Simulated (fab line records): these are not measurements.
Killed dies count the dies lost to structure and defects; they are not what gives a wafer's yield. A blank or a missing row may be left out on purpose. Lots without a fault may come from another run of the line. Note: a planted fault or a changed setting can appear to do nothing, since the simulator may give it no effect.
2 desks, one fault / flow n5_finfet / every desk sees just its own numbers, and what lay behind them comes last

## METROLOGY DESK
What the gauges read, lot by lot, whatever tool the lot ran on: means of the sampled wafers that have a number. A lot is out of limits, marked OUT, if its mean lies more than 4 standard deviations from the usual mean; the brackets give that distance.
Columns: A = V7_OVL at N5_BEOL_M8_OVL_MEAS_29, usual -0.4 nm
lot=L184; first seen here=day 9 22:33; A=-0.2
lot=L193; first seen here=day 11 10:58; A=-0.6
lot=L192; first seen here=day 12 01:40; A=0.0
lot=L194; first seen here=day 12 12:58; A=-1.0
lot=L196; first seen here=day 13 02:18; A=-0.5
lot=L197; first seen here=day 13 03:55; A=-0.9
lot=L199; first seen here=day 13 10:01; A=-0.2
lot=L198; first seen here=day 13 11:44; A=-1.3
lot=L204; first seen here=day 14 05:13; A=-0.1
lot=L202; first seen here=day 14 09:27; A=-0.0
lot=L203; first seen here=day 14 16:53; A=-0.1
Result from this desk: across the 11 lots, nothing is out of limits.

## AT THE TOOL OWNER'S DESK: rie_diel-02
The tool's own readings at N5_BEOL_M8_VIA_ETCH_34 (etches SiCOH lowk in C4F6/O2, target depth 125.5 nm, time 50.5 s): means of the sampled wafers that have a number, for each lot that ran on this tool. A lot is out of limits, marked OUT, if its mean lies more than 4 standard deviations from the usual mean; the brackets give that distance. Readings shown: 7 out of 8 (the first out of limits, and those lying furthest out on some lot).
Columns: A = oes_f_703_au at N5_BEOL_M8_VIA_ETCH_34, usual 0.77 a.u.; B = oes_o_777_au at N5_BEOL_M8_VIA_ETCH_34, usual 0.77 a.u.; C = oes_product_au at N5_BEOL_M8_VIA_ETCH_34, usual 0.77 a.u.; D = rf_fwd_power_W at N5_BEOL_M8_VIA_ETCH_34, usual 341.8 W; E = rf_vpp_V at N5_BEOL_M8_VIA_ETCH_34, usual 664 V; F = showerhead_plenum_p_Torr at N5_BEOL_M8_VIA_ETCH_34, usual 2.87 Torr; G = throttle_valve_pct at N5_BEOL_M8_VIA_ETCH_34, usual 20.93 %
lot=L184; first seen here=day 9 23:33; A=0.76; B=0.76; C=0.75; D=341.6; E=664; F=2.96; G=20.84
lot=L192; first seen here=day 12 02:30; A=1.18 (+5.9) OUT; B=1.14 (+5.3) OUT; C=0.97; D=425.9 (+60) OUT; E=597 (-12) OUT; F=3.02; G=20.58
This desk's finding: out of limits on L192; first on L192, day 12 02:30 (oes_f_703_au at N5_BEOL_M8_VIA_ETCH_34). In limits: L184.

## PUT TOGETHER
The tool owner's desk had the chance to raise an alarm at day 12 02:30 on L192.
At the metrology desk, nothing out of limits was observed.
The metrology desk holds a record of L192, inside its limits.
N5_BEOL_M8_VIA_ETCH_34 was run on rie_diel-02 by each of the lots named.

## WHAT THE SIMULATOR PUT IN
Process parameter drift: rie_diel-02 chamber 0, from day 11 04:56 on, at N5_BEOL_M8_VIA_ETCH_34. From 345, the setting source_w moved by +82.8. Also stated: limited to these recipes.
Struck lots among those shown: L192.
How many hours passed from the start of the fault until each desk's first out-of-limits reading: the tool owner's desk, 22.
